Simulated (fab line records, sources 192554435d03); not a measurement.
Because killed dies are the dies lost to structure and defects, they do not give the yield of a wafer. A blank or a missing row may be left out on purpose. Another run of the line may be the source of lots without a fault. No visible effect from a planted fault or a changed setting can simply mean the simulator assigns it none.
2 desks looking at one fault    flow n5 finfet    each desk has only its own numbers; what lay behind them comes last

## TOOL OWNER'S DESK, cvd co-02
The tool's own readings at N5_BEOL_M5_CO_CAP_78 (material Co, precursor CCTBA/H2, target thk 2 nm, time 102.1 s): means of the sampled wafers that have a number, for each lot that ran on this tool. If a lot's mean is further than 4 standard deviations from the usual mean, the lot is out of limits and carries the mark OUT (the distance appears in the brackets).
Columns: A = heater power w at N5_BEOL_M5_CO_CAP_78, usual 224 W; B = run length s at N5_BEOL_M5_CO_CAP_78, usual 125.4 s
lot   first seen here  A    B
L102  day 8 19:41      225  125.1
L104  day 8 20:32      228  125.5
L103  day 9 00:28      229  125.2
L108  day 10 01:07     217  125.2
L109  day 10 05:22     233  124.9
L115  day 11 17:11     243  125.1
L118  day 12 19:50     222  109.8 (-26) OUT
L119  day 12 22:41     236  109.3 (-27) OUT
L120  day 13 10:31     245  116.7 (-15) OUT
This desk's finding: out of limits on L118, L119, L120; first on L118, day 12 19:50 (run length s at N5_BEOL_M5_CO_CAP_78). Within limits: L102, L104, L103, L108, L109, L115.

## FROM THE METROLOGY DESK
What the gauges read for every lot (on any tool): the sampled wafers with a number, averaged. If a lot's mean is further than 4 standard deviations from the usual mean, the lot is out of limits and carries the mark OUT (the distance appears in the brackets).
Columns: A = M5_RS at N5_BEOL_M5_RS_MEAS_57, usual 0.391 ohm/sq
lot   first seen here  A
L102  day 8 19:52      0.394
L101  day 8 20:01      0.381
L104  day 8 20:41      0.387
L103  day 9 00:38      0.387
L106  day 9 15:57      0.392
L108  day 10 01:19     0.399
L109  day 10 05:35     0.406
L115  day 11 17:22     0.397
L118  day 12 20:01     0.389
L119  day 12 22:52     0.399
L120  day 13 10:42     0.380
L124  day 14 11:24     0.399
Finding of this desk: none of the 12 lots has anything out of limits.

## ALL TOGETHER
The tool owner's desk had the chance to raise an alarm at day 12 19:50 on L118, L119, L120.
The metrology desk saw nothing out of limits.
The metrology desk has L118, L119, L120 on record, within its limits.
The lots listed all ran N5_BEOL_M5_CO_CAP_78 on cvd co-02.

## WHAT THE SIMULATOR HAD INSERTED
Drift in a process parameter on cvd co-02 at N5_BEOL_M5_CO_CAP_78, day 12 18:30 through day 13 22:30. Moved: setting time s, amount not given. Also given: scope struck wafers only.
Struck lots among those shown: L118, L119, L120.
Time in hours from fault onset to the first out-of-limits reading at each desk: the tool owner's desk, 1.
